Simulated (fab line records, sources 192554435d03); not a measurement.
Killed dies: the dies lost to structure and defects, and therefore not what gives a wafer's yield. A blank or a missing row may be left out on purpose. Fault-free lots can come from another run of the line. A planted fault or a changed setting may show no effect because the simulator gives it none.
Split-lot trial ; flow n5 finfet ; on a route of 1938 steps: 7 lots, 21 wafers read

## ABOUT THE SPLIT
At N5_BEOL_M12_SPUTTER_44 (material Ta, target thk 10 nm, time 16.13 s), the setting time s was moved away from the recipe's 16.13 s on 4 of the 21 wafers read, by +10.4% to +11.7%. The other wafers ran this setting at the recipe's value.

The reading is taken at the split's own step.

## THE READING
Ta_of_BEOL_M12_SPUTTER_44.thk nm (the simulator's own value, which no gauge read), in nm, at N5_BEOL_M12_SPUTTER_44 (material Ta, target thk 10 nm, time 16.13 s). The file does not state a usual value for it. Here, 17 wafers ran the recipe; their average is 10.0 nm with a standard deviation of 0.16 nm.

wafer;tool, chamber at the split;time s as run, s;against the recipe;Ta_of_BEOL_M12_SPUTTER_44.thk nm, nm;against lot-mates on the recipe
L078.1;pvd sputter-03, -;16.13;recipe;10;-
L078.5;pvd sputter-03, -;16.13;recipe;10;-
L078.3;pvd sputter-03, -;18.02;+11.7%;11;+1.0
L081.1;pvd sputter-01, -;16.13;recipe;10.2;-
L081.2;pvd sputter-01, -;16.13;recipe;10.2;-
L081.5;pvd sputter-01, -;16.13;recipe;10.2;-
L088.3;pvd sputter-01, -;16.13;recipe;9.8;-
L088.6;pvd sputter-01, -;16.13;recipe;9.8;-
L088.5;pvd sputter-01, -;16.13;recipe;10;-
L093.3;pvd sputter-02, -;16.13;recipe;10.2;-
L093.5;pvd sputter-02, -;16.13;recipe;10.2;-
L093.6;pvd sputter-02, -;16.13;recipe;10.2;-
L094.1;pvd sputter-02, -;16.13;recipe;10;-
L094.6;pvd sputter-02, -;16.13;recipe;10;-
L094.2;pvd sputter-02, -;17.82;+10.5%;11.2;+1.2
L096.1;pvd sputter-02, -;17.8;+10.4%;11.2;+1.2
L096.2;pvd sputter-02, -;17.8;+10.4%;11;+1.0
L096.6;pvd sputter-02, -;16.13;recipe;10;-
L097.1;pvd sputter-02, -;16.13;recipe;9.8;-
L097.2;pvd sputter-02, -;16.13;recipe;9.8;-
L097.5;pvd sputter-02, -;16.13;recipe;9.8;-

FIT RESULTS
A straight line over all 21 wafers: Ta_of_BEOL_M12_SPUTTER_44.thk nm changes by +0.101 nm for each +1% of time s; r = +0.94; the points scatter about the line by 0.16 nm.
The same after taking each lot's own level away (the mean of its wafers on the recipe; 21 wafers): +0.102 nm for each +1%; r = +0.99; scatter 0.075 nm.
On that fit, the largest move of time s shifts the reading by 1.2 nm.
Across the lots, their own levels run from 9.80 to 10.20 nm, a range of 2.5 times the standard deviation given above.
Hence the lot-to-lot level has little effect on the slope; both slopes agree.
Check: with one of the wafers moved furthest among these (+11.7%) left out of the fit, the line predicts +1.28 nm for it against its lot-mates. It came out at +1 nm against them.

## FURTHER SPLITS ON THESE WAFERS
Other splits were also applied to these wafers ahead of the reading. Each is held against what the fit with the lots' levels taken away leaves over:
other split on the same wafers;wafers away from the commonest value;r with Ta_of_BEOL_M12_SPUTTER_44.thk nm (lot level and that fit taken away)
N5_BEOL_M8_TRENCH_ETCH_37 source w;5;-0.20
N5_BEOL_M10_COAT_59 spin rpm;8;-0.17
N5_BEOL_M10_TRENCH_ETCH_37 time s;5;+0.14
N5_BEOL_M10_ETCH_41 source w;8;-0.37
N5_BEOL_M11_COAT_05 spin rpm;10;+0.19

## THE FILE'S OWN FIT
Ta_of_BEOL_M12_SPUTTER_44.thk nm changes by +0.101 nm for each +1% of time s, r = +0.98.
